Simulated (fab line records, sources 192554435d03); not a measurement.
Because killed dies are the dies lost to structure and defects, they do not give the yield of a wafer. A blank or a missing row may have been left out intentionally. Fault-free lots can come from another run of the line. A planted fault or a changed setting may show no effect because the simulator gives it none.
Split-lot trial    flow n5Finfet    39 wafers read across 7 lots, on a route 1938 steps long

## ON THE SPLIT
At N5_DUMMY_GATE_EXPOSE_12 (exposes mask GATE, target cd 25 nm), the setting doseMj was moved away from the recipe's 34 on 12 of the 39 wafers read, by -6.9% to +7.6%. All remaining wafers had this setting at the recipe value.

## FROM THE SPLIT TO THE READING: what the file shows between them, 10 steps
- N5_DUMMY_GATE_PEB_13: peb time 60 s
- N5_DUMMY_GATE_DEVELOP_14: develop time 30 s
- N5_DUMMY_GATE_CD_MEAS_15: target cd 25.8 nm
- N5_DUMMY_GATE_STRIP_38: strips in N2/H2
- N5_DUMMY_GATE_STRIP_39: strips in N2/H2
- N5_DUMMY_GATE_TRIM_49: chemistry O2, time 29 s, target cd 14 nm
- N5_DUMMY_GATE_STRIP_40: strips in CF4
- N5_DUMMY_GATE_CD_MEAS_50: target cd 14 nm
- N5_DUMMY_GATE_ETCH_32: etches SiO2 in CF4, target depth 3.5 nm, time 3.9 s (also split here: timeS)
- N5_DUMMY_GATE_ETCH_44: etches poly-Si in HBr/O2, stops on SiO2, target depth 127.5 nm (also split here: targetDepthA)

## THE READING
Shown in nm: cdNm at N5_DUMMY_GATE_CD_MEAS_24, with target cd 15 nm. On this fab line, fault-free wafers typically give 15.0 nm with a standard deviation of 0.35 nm.

wafer   tool, chamber at the split  doseMj as run  against the recipe  cdNm, nm  against lot-mates on the recipe
L076.1  euvScanner-01, 0            32.79          -3.6%               15.3      +0.3
L076.2  euvScanner-01, 0            34             recipe              15.1      -
L076.3  euvScanner-01, 0            34             recipe              14.9      -
L076.4  euvScanner-01, 0            32.79          -3.6%               16.0      +1.0
L076.5  euvScanner-01, 0            34             recipe              15.0      -
L076.6  euvScanner-01, 0            32.79          -3.6%               16.0      +1.0
L081.1  euvScanner-01, 0            34             recipe              15.0      -
L081.4  euvScanner-01, 0            34             recipe              14.4      -
L081.5  euvScanner-01, 0            34             recipe              15.3      -
L083.1  euvScanner-02, 0            31.94          -6.1%               16.0      +0.9
L083.2  euvScanner-02, 0            31.94          -6.1%               15.6      +0.5
L083.3  euvScanner-02, 0            34             recipe              15.0      -
L083.4  euvScanner-02, 0            34             recipe              15.2      -
L083.5  euvScanner-02, 0            34             recipe              15.0      -
L083.6  euvScanner-02, 0            31.94          -6.1%               15.9      +0.8
L084.1  euvScanner-01, 0            34             recipe              15.0      -
L084.2  euvScanner-01, 0            34             recipe              15.0      -
L084.3  euvScanner-01, 0            34             recipe              15.0      -
L084.4  euvScanner-01, 0            34             recipe              14.6      -
L084.5  euvScanner-01, 0            34             recipe              14.5      -
L084.6  euvScanner-01, 0            34             recipe              14.9      -
L085.1  euvScanner-01, 0            34             recipe              14.5      -
L085.2  euvScanner-01, 0            34             recipe              14.7      -
L085.3  euvScanner-01, 0            31.64          -6.9%               15.9      +1.3
L085.4  euvScanner-01, 0            31.64          -6.9%               16.6      +2.0
L085.5  euvScanner-01, 0            34             recipe              14.7      -
L085.6  euvScanner-01, 0            31.64          -6.9%               16.4      +1.8
L087.1  euvScanner-01, 0            36.6           +7.6%               13.6      -1.9
L087.2  euvScanner-01, 0            36.6           +7.6%               14.1      -1.4
L087.3  euvScanner-01, 0            34             recipe              15.8      -
L087.4  euvScanner-01, 0            34             recipe              15.2      -
L087.5  euvScanner-01, 0            34             recipe              15.4      -
L087.6  euvScanner-01, 0            36.6           +7.6%               14.2      -1.3
L095.1  euvScanner-01, 0            34             recipe              14.8      -
L095.2  euvScanner-01, 0            34             recipe              15.4      -
L095.3  euvScanner-01, 0            34             recipe              15.1      -
L095.4  euvScanner-01, 0            34             recipe              15.2      -
L095.5  euvScanner-01, 0            34             recipe              14.9      -
L095.6  euvScanner-01, 0            34             recipe              15.4      -

FIT RESULTS
A straight line over all 39 wafers: cdNm changes by -0.156 nm for each +1% of doseMj; r = -0.86; the points scatter about the line by 0.32 nm.
The same after taking each lot's own level away (the mean of its wafers on the recipe; 39 wafers): -0.195 nm for each +1%; r = -0.92; scatter 0.28 nm.
According to that fit, moving doseMj by its largest amount changes the reading by 1.5 nm.
From 14.63 to 15.47 nm: that is the span of the lots' own levels, equal to 2.4 times the standard deviation above.
Thus the slope moves with the lot-to-lot level: the two fits are different.
Check: for one of the wafers moved furthest among these (+7.6%), held out of the fit, the line's prediction against its lot-mates is -1.41 nm. It came out at -1.87 nm against them.

## THESE WAFERS: OTHER SPLITS
Other splits were also applied to these wafers ahead of the reading. Each is held against what the fit with the lots' levels taken away leaves over:
other split on the same wafers      wafers away from the commonest value  r with cdNm (lot level and that fit taken away)
N5_DUMMY_GATE_HM_DEP_06 targetThkA  30                                    -0.18
N5_DUMMY_GATE_ETCH_32 timeS         15                                    +0.01
N5_DUMMY_GATE_ETCH_44 targetDepthA  12                                    -0.16

## THE WHOLE CHAIN: every reading that the file lists as answering this split, in the file's order
step                      what it does                                                    reading                                                           change (the file's fit)                r (the file's)
N5_DUMMY_GATE_CD_MEAS_15  target cd 25.8 nm                                               cdNm                                                              -0.177 nm for each +1% of the setting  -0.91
N5_DUMMY_GATE_TRIM_49     chemistry O2, time 29 s, target cd 14 nm                        DUMMY_GATE.cdNm (the simulator's own value, which no gauge read)  -0.157 nm for each +1% of the setting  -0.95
N5_DUMMY_GATE_CD_MEAS_50  target cd 14 nm                                                 cdNm                                                              -0.15 nm for each +1% of the setting   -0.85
N5_DUMMY_GATE_ETCH_44     etches poly-Si in HBr/O2, stops on SiO2, target depth 127.5 nm  DUMMY_GATE.cdNm (the simulator's own value, which no gauge read)  -0.167 nm for each +1% of the setting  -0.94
N5_DUMMY_GATE_CD_MEAS_24  target cd 15 nm                                                 cdNm                                                              -0.197 nm for each +1% of the setting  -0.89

## FILE'S OWN FIT
cdNm changes by -0.197 nm for each +1% of doseMj, r = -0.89.
